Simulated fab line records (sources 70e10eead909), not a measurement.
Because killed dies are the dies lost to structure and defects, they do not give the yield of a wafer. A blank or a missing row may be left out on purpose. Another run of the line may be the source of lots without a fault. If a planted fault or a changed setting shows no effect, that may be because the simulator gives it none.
fab line records	flow nandHarc
record lots=6	wafers=18	lastDay=31
route steps=1302 shown A_SGD_CUT@910 A_SLIT@922 A_SIN_REMOVE@947 END@1302
lots untouched by any fault: they come from a run of this same line in which no faults occurred
startH: start of the lot's first displayed wafer, in hours after the record's first day	waitH: how many hours have passed since the lot's step before this one	" as in the row above	L1.1+2: a row that stands for several wafers	- value missing, or start not given	* or withheld: withheld	< > ~ a bound
route shown NAME@n: names a module that has steps shown in the file, with the first one's number in the route	usual: mean/standard deviation taken from wafers without a fault	same: alike in all rows	chamber/n: place in a boat	sites: each site's reading	_std_site: standard deviation of those values	_edge_site: outer sites' mean less inner sites'	radiusMm: how far each site lies from the wafer's centre	mask NAME#n: copy n	behind: tool/chamber where the wafer was last shaped	hold: why the lot was held/for how many hours/how that ended	device: whichever transistor did not switch (one of n, p or np)	end of line: tests run on the same wafers once the route is complete	for a step that has no rows: nothing shown but its recipe	killed: dies lost to structure and defects at the first sort, not the wafer's yield	map: per-die view of a wafer (x killed, . not killed, _ where there is no die)
set.NAME: setting as actually run; set.NAME@STEP: the setting as run at that earlier step	model.NAME: the simulator's own value behind a step, which no gauge read
a table for each step, a row for each wafer; lots at some steps of the route
services: the hour from which a tool's chamber was out of use, counted from the record's first day as startH (under 0 if before that day), plus the number of hours and why
## steps
# step NHARC_A_SGD_CUT_STRIP_17
# recipe o2FlowSccm=500	arFlowSccm=0	biasW=0	chemistry=O2
# usual drypumpMotorCurrentA=5.6/0.55	oesProductAu=1.000/0.011	rfVppV=57.7/1.1	showerheadPlenumPTorr=3.50/0.14	throttleValvePct=17.037/0.0088
lot.wafer	tool	chamber	startH	waitH	drypumpMotorCurrentA	oesProductAu	rfHoursCounterH	rfVppV	showerheadPlenumPTorr	throttleValvePct
L245.4	rieDiel-06	0	-	-	6.1	1.000	10	59.1	3.32	17.032
L245.1	"	3	"	"	5.5	0.998	9	59.2	3.70	17.040
L245.6	"	1	"	"	5.7	1.024	-	57.5	3.44	17.039
L248.3	rieDiel-06	0	-	-	6.1	0.993	12	57.6	3.32	17.047
L248.1	"	1	"	"	5.7	1.023	13	57.6	3.44	17.031
L248.4	"	2	"	"	4.7	0.995	13	54.8	3.44	17.049
L249.4	rieDiel-02	2	-	-	5.7	0.984	4	57.4	3.64	17.042
L249.1	"	3	"	"	6.3	0.994	5	56.5	3.59	17.043
L249.5	"	2	"	"	5.8	0.978	-	58.0	3.64	17.043
L258.1	rieDiel-08	0	-	-	6.4	1.001	1	58.0	3.51	17.035
L258.2	"	2	"	"	4.9	1.010	1	56.8	3.40	17.028
L258.5	"	3	"	"	5.9	0.996	-	58.8	3.73	17.035
L261.1	rieDiel-08	0	-	-	6.3	1.006	2	57.7	3.51	17.046
L261.3	"	2	"	"	4.9	0.997	3	57.2	3.40	17.022
L261.6	"	3	"	"	5.9	0.979	-	60.1	3.73	17.053
L265.4	rieDiel-02	1	-	-	5.3	0.993	3	56.4	3.32	17.032
L265.5	"	1	"	"	5.2	1.001	-	57.7	3.32	17.044
L265.6	"	2	"	"	5.7	0.995	-	58.9	3.63	17.030
# step NHARC_A_SGD_CUT_PRECLEAN_18
# recipe timeS=*	tempC=50	bathAgeMin=0	chemistry=SC1
# step NHARC_A_SGD_CUT_SRD_19
# step NHARC_A_SGD_CUT_DEP_20
# recipe targetThkA=1500	tempC=65	material=SiO2
# step NHARC_A_SGD_CUT_ANNEAL_27
# recipe tempC=450	timeS=1800
# step NHARC_A_SGD_CUT_CMP_21
# recipe targetThkNm=148.19
# step NHARC_A_SGD_CUT_THK_MEAS_22
# recipe thkMeasGauge=ellipsometry
# usual thkNm=148.4/1.4
lot.wafer	tool	chamber	startH	waitH	thkNm
L245.1	filmMetro-01	-	439.92	0.2	148.5
L245.4	"	-	"	"	147.4
L245.6	"	-	"	"	148.4
L248.1	filmMetro-01	-	455.32	0.2	147.3
L248.3	"	-	"	"	147.8
L248.4	"	-	"	"	147.3
L249.1	filmMetro-01	-	474.93	0.2	149.0
L249.4	"	-	"	"	149.0
L249.5	"	-	"	"	149.1
L258.1	filmMetro-02	-	578.03	0.2	149.9
L258.2	"	-	"	"	147.0
L258.5	"	-	"	"	146.6
L261.1	filmMetro-01	-	598.63	0.2	148.4
L261.3	"	-	"	"	151.1
L261.6	"	-	"	"	148.8
L265.4	filmMetro-02	-	633.64	0.2	149.4
L265.5	"	-	"	"	150.6
L265.6	"	-	"	"	152.1
# step NHARC_A_SGD_CUT_SRD_23
# step NHARC_A_SGD_CUT_ETCH_26
# recipe targetDepthA=458	chemistry=dHF	material=SiO2
# step NHARC_A_SGD_CUT_ETCHBACK_24
# recipe targetDepthA=500	overEtchFrac=0.3	timeS=92.857	ionEnergyEv=120	ch3fFlowSccm=50	o2FlowSccm=30	arFlowSccm=200	rfW=500	biasW=100	chemistry=CH3F/O2
# usual drypumpMotorCurrentA=5.6/0.52	oesProductAu=0.97/0.031	rfVppV=243.9/1.6	showerheadPlenumPTorr=2.43/0.1	throttleValvePct=20.663/0.0086
lot.wafer	tool	chamber	startH	waitH	drypumpMotorCurrentA	oesProductAu	rfHoursCounterH	rfVppV	showerheadPlenumPTorr	throttleValvePct
L245.1	rieDiel-08	0	440.14	0.1	6.3	1.01	2.8	243.4	2.45	20.668
L245.4	"	3	"	"	5.9	1.01	2.9	246.8	2.61	20.658
L245.6	"	0	"	"	6.3	1.01	-	243.1	2.45	20.667
L248.1	rieDiel-02	0	455.60	0.1	5.7	0.98	3.4	244.0	2.32	20.660
L248.3	"	1	"	"	5.2	0.97	2.7	243.9	2.31	20.660
L248.4	"	2	"	"	5.7	0.95	2.6	245.5	2.54	20.643
L249.1	rieDiel-08	3	475.16	0.1	5.9	0.92	4.2	246.6	2.61	20.663
L249.4	"	2	"	"	4.9	0.91	4.3	242.6	2.37	20.647
L249.5	"	0	"	"	6.3	0.93	-	243.9	2.45	20.675
L258.2	rieDiel-08	2	578.30	0.2	4.9	0.92	1.9	244.8	2.37	20.667
L258.1	"	1	"	"	5.0	0.93	1.8	243.3	2.42	20.664
L258.5	"	2	"	"	4.9	0.92	-	242.3	2.37	20.643
L261.3	rieDiel-06	1	598.87	0.1	5.7	1.00	7.5	244.0	2.39	20.660
L261.1	"	2	"	"	4.7	1.01	7.1	244.4	2.39	20.658
L261.6	"	0	"	"	6.1	1.00	-	240.5	2.30	20.666
L265.4	rieDiel-08	1	633.90	0.2	4.9	0.97	3.9	243.8	2.42	20.671
L265.5	"	2	"	"	4.9	0.95	-	243.4	2.37	20.660
L265.6	"	3	"	"	5.9	0.95	-	246.2	2.61	20.656
# step NHARC_A_SGD_CUT_STRIP_28
# recipe timeS=20	o2FlowSccm=500	arFlowSccm=0	biasW=0	chemistry=O2
# step NHARC_A_SGD_CUT_INSPECT_25
# usual rawDefectCount=409/83
lot.wafer	tool	chamber	startH	waitH	rawDefectCount
L245.1	defectInspect-01	-	440.38	-	410
L245.4	"	-	"	"	436
L245.6	"	-	"	"	404
L248.1	defectInspect-01	-	455.84	-	375
L248.3	"	-	"	"	488
L248.4	"	-	"	"	550
L249.1	defectInspect-02	-	475.40	-	362
L249.4	"	-	"	"	460
L249.5	"	-	"	"	430
L258.1	defectInspect-02	-	578.59	-	397
L258.2	"	-	"	"	432
L258.5	"	-	"	"	359
L261.1	defectInspect-01	-	599.31	-	499
L261.3	"	-	"	"	433
L261.6	"	-	"	"	502
L265.4	defectInspect-01	-	634.10	-	496
L265.5	"	-	"	"	252
L265.6	"	-	"	"	353
# step NHARC_A_SLIT_DEP_25
# recipe targetThkA=2000	tempC=400	pressureTorr=6.5	rfW=900	teosFlowSccm=161.4	flowSccm=2650	targetThkNm=200	gas=O2	material=SiO2
# usual heaterPowerOuterW=304/59	heaterPowerW=540/87	throttleValvePct=15.8/0.41
lot.wafer	tool	chamber	startH	waitH	heaterPowerOuterW	heaterPowerW	throttleValvePct
L245.1	pecvd-04	0	440.45	0.1	354	661	15.3
L245.6	"	0	"	"	359	683	15.5
L245.4	"	2	"	"	264	524	16.4
L248.3	pecvd-02	1	455.96	0.1	204	392	16.3
L248.1	"	0	"	"	376	662	15.7
L248.4	"	2	"	"	226	445	15.3
L249.1	pecvd-03	1	475.47	0.1	282	490	15.9
L249.5	"	2	"	"	270	464	15.9
L249.4	"	0	"	"	299	514	16.1
L258.2	pecvd-03	2	578.66	0.1	349	585	16.2
L258.1	"	1	"	"	235	455	14.8
L258.5	"	2	"	"	358	590	16.1
L261.3	pecvd-03	2	599.43	0.1	339	570	16.3
L261.1	"	0	"	"	282	499	16.0
L261.6	"	1	"	"	301	546	14.6
L265.6	pecvd-02	1	634.29	0.2	236	452	15.7
L265.4	"	2	"	"	228	445	15.3
L265.5	"	0	"	"	374	656	15.9
# step NHARC_A_SLIT_DEP_00
# recipe targetThkA=62000	tempC=400	material=aC
# usual throttleValvePct=35.000/0.0086
lot.wafer	tool	chamber	startH	waitH	throttleValvePct
L245.1	aclDep-01	0	444.68	-	34.981
L245.4	"	0	446.57	-	35.007
L245.6	"	0	447.83	-	35.008
L248.1	aclDep-03	0	459.80	-	35.008
L248.3	"	0	461.06	-	35.004
L248.4	"	0	"	"	35.008
L249.1	aclDep-01	0	475.80	-	35.008
L249.4	"	0	477.70	-	35.002
L249.5	"	0	"	"	34.980
L258.1	aclDep-03	0	581.14	-	35.016
L258.2	"	0	"	"	34.991
L258.5	"	0	583.63	-	35.009
L261.1	aclDep-03	0	604.83	-	35.011
L261.3	"	0	606.06	-	35.013
L261.6	"	0	607.91	-	35.022
L265.4	aclDep-03	0	636.38	-	34.995
L265.5	"	0	"	"	34.992
L265.6	"	0	"	"	35.009
# step NHARC_A_SLIT_DEP_23
# recipe targetThkA=1000	targetThkNm=100	tempC=400	pressureTorr=3.5	flowSccm=200	rfW=350	material=SiON
# usual heaterPowerOuterW=447/67	heaterPowerW=731/100
lot.wafer	tool	chamber	startH	waitH	heaterPowerOuterW	heaterPowerW
L245.1	pecvd-02	2	448.51	3.2	390	639
L245.4	"	1	"	"	408	668
L245.6	"	0	"	"	519	844
L248.3	pecvd-02	2	463.61	1.9	300	553
L248.1	"	1	"	"	377	620
L248.4	"	2	"	"	300	554
L249.1	pecvd-03	1	479.65	3.2	381	627
L249.5	"	1	"	"	395	635
L249.4	"	2	"	"	441	699
L258.1	pecvd-04	1	584.89	3.1	508	771
L258.2	"	2	"	"	397	700
L258.5	"	0	"	"	614	970
L261.3	pecvd-04	0	608.58	1.9	592	986
L261.1	"	1	"	"	486	734
L261.6	"	0	"	"	588	980
L265.4	pecvd-02	1	638.60	1.6	399	674
L265.6	"	2	"	"	396	680
L265.5	"	0	"	"	490	810
# step NHARC_A_SLIT_DEHYDRATE_01
# recipe tempC=150	timeS=120
# step NHARC_A_SLIT_HMDS_02
# recipe timeS=30
# step NHARC_A_SLIT_COAT_03
# recipe spinRpm=1500	resistThkNm=90
# step NHARC_A_SLIT_SOFTBAKE_04
# recipe tempC=105	timeS=55
# step NHARC_A_SLIT_EBR_05
# step NHARC_A_SLIT_EXPOSE_06
# recipe na=1.35	doseMj=60.82	maskId=SLIT
# step NHARC_A_SLIT_PEB_07
# recipe pebTempC=100	pebTimeS=65
# step NHARC_A_SLIT_DEVELOP_08
# recipe developTimeS=35	devTempC=23
# step NHARC_A_SLIT_CD_MEAS_09
# recipe targetCdNm=300	landingEnergyEv=500
# usual cdNm=300.0/0.56
# same landingEnergyEv=500
lot.wafer	tool	chamber	startH	waitH	cdNm
L245.1	cdSem-03	0	449.16	-	299.2
L245.4	"	0	"	"	299.0
L245.6	"	0	"	"	298.6
L248.1	cdSem-01	0	464.29	-	299.3
L248.3	"	0	"	"	299.4
L248.4	"	0	"	"	299.4
L249.1	cdSem-01	0	480.30	-	299.0
L249.4	"	0	"	"	299.6
L249.5	"	0	"	"	299.8
L258.1	cdSem-01	0	585.57	-	299.8
L258.2	"	0	"	"	299.9
L258.5	"	0	"	"	299.1
L261.1	cdSem-01	0	609.23	-	299.2
L261.3	"	0	"	"	300.3
L261.6	"	0	"	"	299.8
L265.4	cdSem-03	0	639.21	-	300.5
L265.5	"	0	"	"	300.5
L265.6	"	0	"	"	301.2
# step NHARC_A_SLIT_OVL_MEAS_10
# usual overlayXNm=-0.2/0.72	overlayYNm=-0.1/0.87
lot.wafer	tool	chamber	startH	waitH	overlayXNm	overlayYNm
L245.1	overlay-01	-	449.25	-	-1.4	0.2
L245.4	"	-	"	"	-1.7	0.0
L245.6	"	-	"	"	-1.3	0.3
L248.1	overlay-02	-	464.38	-	0.5	-0.6
L248.3	"	-	"	"	0.3	-1.3
L248.4	"	-	"	"	0.8	-1.5
L249.1	overlay-02	-	480.39	-	-0.8	-0.7
L249.4	"	-	"	"	-1.4	-1.3
L249.5	"	-	"	"	-1.1	-0.3
L258.1	overlay-02	-	585.66	-	-0.1	0.9
L258.2	"	-	"	"	0.0	0.7
L258.5	"	-	"	"	-0.5	0.9
L261.1	overlay-02	-	609.32	-	-0.6	-2.2
L261.3	"	-	"	"	-0.1	-1.9
L261.6	"	-	"	"	-0.4	-1.9
L265.4	overlay-01	-	639.29	-	0.2	-0.6
L265.5	"	-	"	"	0.6	-0.4
L265.6	"	-	"	"	0.2	-0.4
# step NHARC_A_SLIT_DESCUM_14
# recipe timeS=3	o2FlowSccm=200	arFlowSccm=0	biasPowerW=0	chemistry=O2
# step NHARC_A_SLIT_ETCH_24
# recipe targetDepthA=1210	timeS=60.5	cf4FlowSccm=100	chf3FlowSccm=30	arFlowSccm=0	rfW=500	biasW=200	chemistry=CF4/CHF3
# step NHARC_A_SLIT_ETCH_15
# recipe targetDepthA=62000	overEtchFrac=0.3	timeS=1612	ionEnergyEv=150	o2FlowSccm=400	cosFlowSccm=20	arFlowSccm=0	rfW=500	biasW=300	chemistry=O2/COS
# step NHARC_A_SLIT_ETCH_17
# recipe biasV=900	sourceW=withheld	pressureMtorr=20	arFlowSccm=375	c4f8FlowSccm=83.3	o2FlowSccm=41.7	timeS=4254.5	targetDepthA=2.03e+05	chemistry=C4F8/O2/Ar
# step NHARC_A_SLIT_ETCH_26
# recipe biasV=400	sourceW=2000	pressureMtorr=25	timeS=90	arFlowSccm=375	c4f8FlowSccm=41.7	o2FlowSccm=83.3	targetDepthA=4000	chemistry=C4F8/O2/Ar
# usual drypumpMotorCurrentA=6.1/0.49	showerheadPlenumPTorr=3.78/0.13	throttleValvePct=27.619/0.0092
lot.wafer	tool	chamber	startH	waitH	drypumpMotorCurrentA	rfHoursCounterH	showerheadPlenumPTorr	throttleValvePct
L245.1	harEtch-01	1	454.21	3.0	5.3	251	3.68	27.615
L245.4	"	1	"	"	5.4	-	3.68	27.600
L245.6	"	1	"	"	5.3	-	3.68	27.618
L248.1	harEtch-02	0	472.38	2.5	6.7	49	3.95	27.622
L248.4	"	1	"	"	6.2	-	3.92	27.631
L248.3	"	0	"	"	6.7	-	3.95	27.627
L249.1	harEtch-02	0	485.41	2.4	6.7	57	3.95	27.629
L249.4	"	0	"	"	6.7	-	3.95	27.622
L249.5	"	1	"	"	6.2	-	3.91	27.619
L258.1	harEtch-01	1	594.64	3.0	5.4	332	3.64	27.607
L258.2	"	0	"	"	6.2	332	3.64	27.617
L258.5	"	0	"	"	6.2	-	3.64	27.618
L261.1	harEtch-01	1	615.05	3.0	5.4	347	3.63	27.614
L261.3	"	0	"	"	6.2	-	3.63	27.637
L261.6	"	0	"	"	6.2	-	3.63	27.634
L265.4	harEtch-01	0	644.37	1.3	6.2	-	3.62	27.612
L265.6	"	1	"	"	5.4	-	3.62	27.621
L265.5	"	0	"	"	6.2	-	3.62	27.614
# step NHARC_A_SLIT_STRIP_28
# recipe o2FlowSccm=400	cosFlowSccm=20	arFlowSccm=0	biasW=0	chemistry=O2/COS
# step NHARC_A_SLIT_ETCH_29
# recipe targetDepthA=1000	overetchA=100	timeS=55	ionEnergyEv=100	cf4FlowSccm=80	o2FlowSccm=20	arFlowSccm=0	rfW=300	biasW=100	chemistry=CF4/O2
# step NHARC_A_SLIT_STRIP_18
# recipe o2FlowSccm=500	arFlowSccm=0	biasW=0	chemistry=O2
# step NHARC_A_SLIT_PRECLEAN_19
# recipe timeS=*	tempC=50	bathAgeMin=0	chemistry=SC1
# step NHARC_A_SLIT_SRD_20
# step NHARC_A_SLIT_CD_MEAS_21
# usual cdNm=289.5/1
lot.wafer	tool	chamber	startH	waitH	cdNm
L245.1	cdSem-01	-	455.63	-	290.8
L245.4	"	-	"	"	290.0
L245.6	"	-	"	"	289.7
L248.1	cdSem-03	-	473.77	-	288.7
L248.3	"	-	"	"	289.3
L248.4	"	-	"	"	288.0
L249.1	cdSem-03	-	486.80	-	291.9
L249.4	"	-	"	"	290.8
L249.5	"	-	"	"	291.4
L258.1	cdSem-01	-	596.17	-	287.3
L258.2	"	-	"	"	287.8
L258.5	"	-	"	"	287.3
L261.1	cdSem-03	-	616.73	-	287.9
L261.3	"	-	"	"	287.9
L261.6	"	-	"	"	288.5
L265.4	cdSem-01	-	645.70	-	289.5
L265.5	"	-	"	"	289.4
L265.6	"	-	"	"	288.8
# step NHARC_A_SIN_REMOVE_WET_00
# recipe tempC=160	timeS=15300	chemistry=H3PO4
# step NHARC_A_SIN_REMOVE_PRECLEAN_01
# recipe timeS=*	tempC=50	bathAgeMin=0	chemistry=SC1
# step NHARC_A_SIN_REMOVE_SRD_02
# step NHARC_END_SORT_01
# recipe tempC=25
# usual killedAtArray=64/16	killedAtOther=1.0/1.1	killedAtPeriphery=3.5/2.3	killedDies=69/17	killedOpen=3.2/1.6	killedShort=2.4/1.6
# same grossDies=677
lot.wafer	tool	chamber	startH	waitH	killedAtArray	killedAtOther	killedAtPeriphery	killedDies	killedOpen	killedShort
L258.1	prober-02	0	699.26	2.5	124	1	4	129	2	5
L258.2	prober-02	0	700.05	2.8	117	2	1	120	1	2
L258.5	prober-02	0	702.42	3.7	129	0	0	129	2	1
L261.1	prober-02	0	724.38	2.5	149	0	6	155	4	4
L261.3	prober-02	0	726.00	3.1	127	0	4	131	3	3
L261.6	prober-02	0	728.43	4.1	110	0	2	112	1	1
# killed by level:class
L258.1 A_SLIT:unspecified=54 A_SLIT:chamberFilmFlake=33 A_CHANNEL_HOLE_D1:chamberFilmFlake=25 A_WL_FILL:geometricParticle:short=3 P_STI:chamberFilmFlake=3 A_CHANNEL_HOLE_D2:chamberFilmFlake=2 A_STAIRCASE:chamberFilmFlake=2 A_ONON_D1:geometricParticle:short=1
L258.2 A_SLIT:unspecified=74 A_CHANNEL_HOLE_D1:chamberFilmFlake=31 A_SLIT:chamberFilmFlake=5 A_CONTACT:chamberFilmFlake=3 A_CHANNEL_FILL_D2:geometricParticle:short=2 A_ONON_D2:geometricParticle:open=1 P_STI:chamberFilmFlake=1 A_STAIRCASE:chamberFilmFlake=1
L258.5 A_SLIT:unspecified=73 A_CHANNEL_HOLE_D1:chamberFilmFlake=30 A_SLIT:chamberFilmFlake=12 A_WL_FILL:chamberFilmFlake=3 A_CONTACT:chamberFilmFlake=3 A_CHANNEL_HOLE_D2:chamberFilmFlake=2 A_ONON_D1:geometricParticle:short=1 A_ONON_D1:geometricParticle:open=1
L261.1 A_SLIT:unspecified=83 A_SLIT:chamberFilmFlake=23 A_CHANNEL_HOLE_D2:chamberFilmFlake=18 A_CHANNEL_HOLE_D1:chamberFilmFlake=9 P_CONTACT:chamberFilmFlake=4 A_ONON_D1:geometricParticle:open=2 A_DECK1_JOINT:chamberFilmFlake=2 A_STAIRCASE:chamberFilmFlake=2
L261.3 A_SLIT:unspecified=68 A_CHANNEL_HOLE_D2:chamberFilmFlake=30 A_SLIT:chamberFilmFlake=11 A_CHANNEL_HOLE_D1:chamberFilmFlake=6 A_STAIRCASE:chamberFilmFlake=3 A_BONDPAD:chamberFilmFlake=3 P_CONTACT:chamberFilmFlake=2 A_CONTACT:chamberFilmFlake=2
L261.6 A_SLIT:unspecified=55 A_SLIT:chamberFilmFlake=22 A_CHANNEL_HOLE_D2:chamberFilmFlake=15 A_CHANNEL_HOLE_D1:chamberFilmFlake=5 A_CONTACT:chamberFilmFlake=5 A_ZERO_WELL:chamberFilmFlake=3 A_STAIRCASE:chamberFilmFlake=2 A_ONON_D1:geometricParticle:short=1
# map L258.1 (x killed, . not)
____________.____________
_________......._________
_______..........._______
______.............______
_____..............._____
____.................____
____.................____
___..x................___
___...................___
__...................x.__
__..................x..__
_.x.................x..._
_xxx............x......._
_xxxx..................._
_xxxx..............x..x._
_xxxxx.................._
xxxxxxx..................
xxxxx..x.x...x...........
xxxxxxxxxx...x......x....
xxxxx.xxx.....xxx.x..x...
xxxx.xxx.....xxx........x
_xxxxxxxxx.....x.....x.._
_xxxx..x....xxx.x......._
_xx..xxxxx..xxxx........_
_xx........x.xxx........_
_...........xxxxx......._
__........x.x..xx......__
__..........xx.........__
___......xx...xx......___
___............x......___
____.................____
____.................____
_____..............._____
______.......x.....______
_______..........._______
_________......._________
____________.____________
# map L261.1 (x killed, . not)
____________.____________
_________.....xx_________
_______.....xxxxxx_______
______...x...xxxxxx______
_____.........xxxxxx_____
____.......x.xxxxxxxx____
____.........xxxxxxxx____
___..x.......xxxxxxxxx___
___........x.xxxxxxxxx___
__.....x......xxxxxxx..__
__..x.........xxxxxxx..__
_............xxxxxxxxx.._
_..............x.xxx...._
_..............xx.xxx..._
_......................._
_............x.........._
...x.xxx......x..........
...x.....................
...............x.........
............xx.x.........
........x...xxxx.x.......
_...........xxxxx......._
_.......x..xxxxx.....x.._
_...........xxxx.x.....x_
_............xxxxx....x._
_.....x....xxxxxx......._
__..........xxxxx......__
__.........xxxxxx.....x__
___...........xx.x....___
___...................___
____.................____
____.................____
_____..............._____
______.............______
_______..........._______
_________......._________
____________.____________
## services
tool	chamber	startH	hours	kind
pecvd-02	-	408.11	13.0	pm
pecvd-03	0	413.59	3.8	repair
rieDiel-06	3	438.07	4.1	repair
pecvd-04	-	450.00	13.0	pm
rieDiel-02	0	471.69	5.7	repair
pecvd-04	-	483.89	0.4	repair
rieDiel-06	-	484.23	9.0	pm
aclDep-03	-	484.96	13.0	pm
rieDiel-06	-	493.27	5.6	repair
rieDiel-06	1	504.30	4.9	repair
rieDiel-08	3	508.41	3.5	repair
rieDiel-06	-	523.55	0.5	repair
rieDiel-02	0	526.22	5.4	repair
pecvd-02	-	527.72	0.9	repair
rieDiel-08	-	544.80	9.0	pm
pecvd-03	-	547.30	13.0	pm
pecvd-04	-	549.49	2.3	repair
aclDep-01	-	551.51	13.0	pm
rieDiel-02	-	570.70	9.0	pm
pecvd-02	2	572.62	15.2	repair
harEtch-01	-	584.36	2.1	repair
pecvd-02	-	589.11	13.0	pm
rieDiel-06	3	598.50	14.2	repair
pecvd-04	-	631.00	13.0	pm
## key
firstSign step=NHARC_END_SORT_01	reading=killedAtArray	direction=up	sigmas=3.8	usual=64	struck=126
effect step=NHARC_END_SORT_01	reading=killedDies	direction=up	sigmas=3.7	usual=69	struck=129
moreKillsBornAt NHARC_A_SLIT_DEP_25@pecvd-03=407
metAt NHARC_A_SLIT_DEP_25
struckWafers L258.1,L258.2,L258.5,L261.1,L261.3,L261.6
testerLeftOut L258,L261
onsetBetween 475.47 578.66
alsoFits NHARC_A_SGD_CUT_STRIP_17:rieDiel-08,NHARC_A_SLIT_DEP_23:pecvd-04
fault kind=chamberParticleSource	tool=pecvd-03	chamber=-	onsetH=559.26	steps=NHARC_A_SLIT_DEP_25	ratePerVisitCm2=1.919	endH=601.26
# testerLeftOut: of these lots the tester's yield and bins aren't shown, on N5 and GAA mostly nor the transistor test; their killed dies are dies lost to structure and defects alone, not to doping, threshold or leakage, so they don't give the yield
